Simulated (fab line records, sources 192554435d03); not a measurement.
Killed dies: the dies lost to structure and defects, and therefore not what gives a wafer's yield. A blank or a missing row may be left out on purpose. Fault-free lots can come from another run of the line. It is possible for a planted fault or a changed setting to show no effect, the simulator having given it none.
Which tool is to blame?    flow n5Finfet    72 wafers from 24 lots sampled at 2 of the route's 1938 steps

WHAT THE GAUGES READ, wafer by wafer
N5_BEOL_M1_INSPECT_30: inspects for defects (brightfield).
lot   measured      on                rawDefectCount
L074  day 5 23:31   defectInspect-01  392 440 415
L075  day 6 10:49   defectInspect-01  474 359 412
L076  day 6 11:34   defectInspect-01  413 372 365
L077  day 6 19:47   defectInspect-01  445 350 480
L078  day 7 07:25   defectInspect-02  308 388 474
L079  day 7 09:16   defectInspect-01  321 429 413
L081  day 8 01:32   defectInspect-02  552 464 365
L080  day 8 02:50   defectInspect-01  409 391 283
L082  day 8 06:21   defectInspect-02  364 515 429
L083  day 8 08:48   defectInspect-02  526 526 558
L084  day 8 21:26   defectInspect-02  283 389 299
L085  day 9 03:42   defectInspect-01  327 307 335
L086  day 9 03:57   defectInspect-01  273 347 296
L087  day 9 08:42   defectInspect-02  374 456 413
L088  day 9 18:00   defectInspect-01  407 356 498
L089  day 9 21:50   defectInspect-02  468 449 352
L090  day 10 03:19  defectInspect-01  334 478 285
L091  day 10 09:57  defectInspect-01  457 291 348
L092  day 10 22:29  defectInspect-01  287 427 322
L093  day 11 01:28  defectInspect-02  358 334 435
L094  day 11 08:12  defectInspect-01  371 229 403
L095  day 11 11:28  defectInspect-02  352 360 395
L096  day 11 20:05  defectInspect-02  445 398 396
L097  day 11 23:32  defectInspect-02  348 373 314

WHICH TOOL RAN EACH LOT (tool, then ch and the chambers of the sampled wafers, then the start)
lot   N5_BEOL_M1_HM_DEP_02
L074  pvdSputter-02, day 5 22:02
L075  pvdSputter-02, day 6 09:05
L076  pvdSputter-02, day 6 09:29
L077  pvdSputter-03, day 6 18:05
L078  pvdSputter-02, day 7 06:02
L079  pvdSputter-03, day 7 07:46
L081  pvdSputter-03, day 7 23:53
L080  pvdSputter-02, day 8 01:22
L082  pvdSputter-01, day 8 05:01
L083  pvdSputter-01, day 8 07:13
L084  pvdSputter-02, day 8 20:01
L085  pvdSputter-03, day 9 02:18
L086  pvdSputter-01, day 9 02:28
L087  pvdSputter-01, day 9 07:04
L088  pvdSputter-03, day 9 16:20
L089  pvdSputter-02, day 9 20:20
L090  pvdSputter-01, day 10 01:35
L091  pvdSputter-03, day 10 08:19
L092  pvdSputter-01, day 10 20:52
L093  pvdSputter-03, day 10 23:59
L094  pvdSputter-03, day 11 06:50
L095  pvdSputter-01, day 11 09:44
L096  pvdSputter-03, day 11 18:23
L097  pvdSputter-02, day 11 22:01
- N5_BEOL_M1_HM_DEP_02: deposits TiN, target thk 20 nm.

WHAT THE TOOLS THEMSELVES READ (means of the sampled wafers that have a number; where no wafer has one, the mark that the record gives instead)
N5_BEOL_M1_HM_DEP_02.
lot   tool           throttleValvePct (%)
L074  pvdSputter-02  29.9
L075  pvdSputter-02  30.7
L076  pvdSputter-02  29.7
L077  pvdSputter-03  29.4
L078  pvdSputter-02  29.7
L079  pvdSputter-03  30.0
L081  pvdSputter-03  29.9
L080  pvdSputter-02  30.0
L082  pvdSputter-01  30.4
L083  pvdSputter-01  30.2
L084  pvdSputter-02  29.7
L085  pvdSputter-03  29.3
L086  pvdSputter-01  30.4
L087  pvdSputter-01  30.3
L088  pvdSputter-03  30.0
L089  pvdSputter-02  30.2
L090  pvdSputter-01  30.1
L091  pvdSputter-03  30.1
L092  pvdSputter-01  30.2
L093  pvdSputter-03  29.0
L094  pvdSputter-03  29.6
L095  pvdSputter-01  30.4
L096  pvdSputter-03  29.9
L097  pvdSputter-02  29.8

THE ANSWER, worked out from the rows above alone
Rule: usual is defined by the lots themselves. Put in order of their means at a reading, lots are off if they are a third of the lots or fewer, leave a main group of 4 or more, and stand apart from it by a gap of 3 or more times the standard deviation of the main group's means; of several such gaps the widest counts. Not used: any main group whose means are identical at the precision the tables above print for the reading. A lot without any number at a reading at which 4 lots or more have one is off too. Where the step has rows for the other lots, those lots are counted as sound. The gauges are gone through in route order, then the tools' own readings, and for those a lot's mean is taken as printed above. At the first step where some lot is off, the reading lying furthest off is the one used; lots without a number count as furthest.
No lot is off on any of the readings shown, so nothing can be concluded from this.

WHAT HAD BEEN PUT IN BY THE SIMULATOR
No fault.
